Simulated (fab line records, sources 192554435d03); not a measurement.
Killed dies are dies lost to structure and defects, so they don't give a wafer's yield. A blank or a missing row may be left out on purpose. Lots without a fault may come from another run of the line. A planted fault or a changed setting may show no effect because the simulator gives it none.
Which tool did it? | flow n5_finfet | 12 lots, 36 wafers sampled, at 3 steps of a route of 1938

WHAT THE GAUGES READ, wafer by wafer
N5_BEOL_M9_INSPECT_30: inspects for defects (brightfield).
lot  | measured     | on                | raw_defect_count
L075 | day 10 10:10 | defect_inspect-01 | 503 438 457
L078 | day 10 13:22 | defect_inspect-02 | 352 337 351
L079 | day 11 09:07 | defect_inspect-01 | 558 633 557
L081 | day 11 13:28 | defect_inspect-01 | 324 227 371
L084 | day 12 07:41 | defect_inspect-01 | 535 506 515
L085 | day 13 03:16 | defect_inspect-01 | 405 332 380
L086 | day 13 15:49 | defect_inspect-02 | 313 287 247
L089 | day 13 18:10 | defect_inspect-01 | 355 447 403
L092 | day 14 01:12 | defect_inspect-02 | 321 432 535
L093 | day 14 19:30 | defect_inspect-02 | 389 266 342
L094 | day 15 10:13 | defect_inspect-01 | 465 431 370
L096 | day 15 17:28 | defect_inspect-02 | 334 291 481

WHICH TOOL RAN EACH LOT (tool, then ch and the chambers of the sampled wafers, then the start)
lot  | N5_BEOL_M8_ETCH_65                 | N5_BEOL_M8_TRENCH_ETCH_37
L075 | rie_diel-02 ch 1,3, day 10 03:01   | rie_diel-02 ch 1,3, day 10 10:10 or earlier
L078 | rie_diel-02 ch 2,3, day 10 05:14   | rie_diel-02 ch 2,3, day 10 13:22 or earlier
L079 | rie_diel-01 ch 1,3, day 11 01:35   | rie_diel-01 ch 1,3, day 11 09:07 or earlier
L081 | rie_diel-01 ch 0,2,3, day 11 07:12 | rie_diel-01 ch 0,2,3, day 11 13:28 or earlier
L084 | rie_diel-02 ch 0,2,3, day 11 17:31 | rie_diel-02 ch 0,2,3, day 12 07:41 or earlier
L085 | rie_diel-02 ch 0,1,2, day 12 16:49 | rie_diel-02 ch 0,1,2, day 13 03:16 or earlier
L086 | rie_diel-06 ch 1,2,3, day 13 06:40 | rie_diel-06 ch 1,2,3, day 13 15:49 or earlier
L089 | rie_diel-01 ch 0,3, day 13 10:28   | rie_diel-01 ch 0,3, day 13 18:10 or earlier
L092 | rie_diel-02 ch 0,2, day 13 17:59   | rie_diel-02 ch 0,2, day 14 01:12 or earlier
L093 | rie_diel-06 ch 1,2, day 14 12:23   | rie_diel-06 ch 1,2, day 14 19:30 or earlier
L094 | rie_diel-02 ch 1,2,3, day 15 04:04 | rie_diel-02 ch 1,2,3, day 15 10:13 or earlier
L096 | rie_diel-02 ch 2,3, day 15 10:34   | rie_diel-02 ch 2,3, day 15 17:28 or earlier
- N5_BEOL_M8_ETCH_65: etches SiARC in CF4, target depth 15.6 nm, time 26 s.
- N5_BEOL_M8_TRENCH_ETCH_37: etches SiCOH lowk in C4F6/O2, target depth 93.478 nm, time 31.2 s.

THE ANSWER, worked out from the rows above alone
Rule: what is usual is taken from the lots themselves. Put in order of their means at a reading, lots are off if they are a third of the lots or fewer, leave a main group of 4 or more, and stand apart from it by a gap of 3 or more times the standard deviation of the main group's means; of several such gaps the widest counts. A main group whose means are all the same, to the digits that the tables above print for the reading, isn't used. A lot without any number at a reading at which 4 lots or more have one is off too. The other lots that the step has rows for count as sound.
No lot is off at any reading shown: from this, nothing can be told.

WHAT THE SIMULATOR HAD PUT IN
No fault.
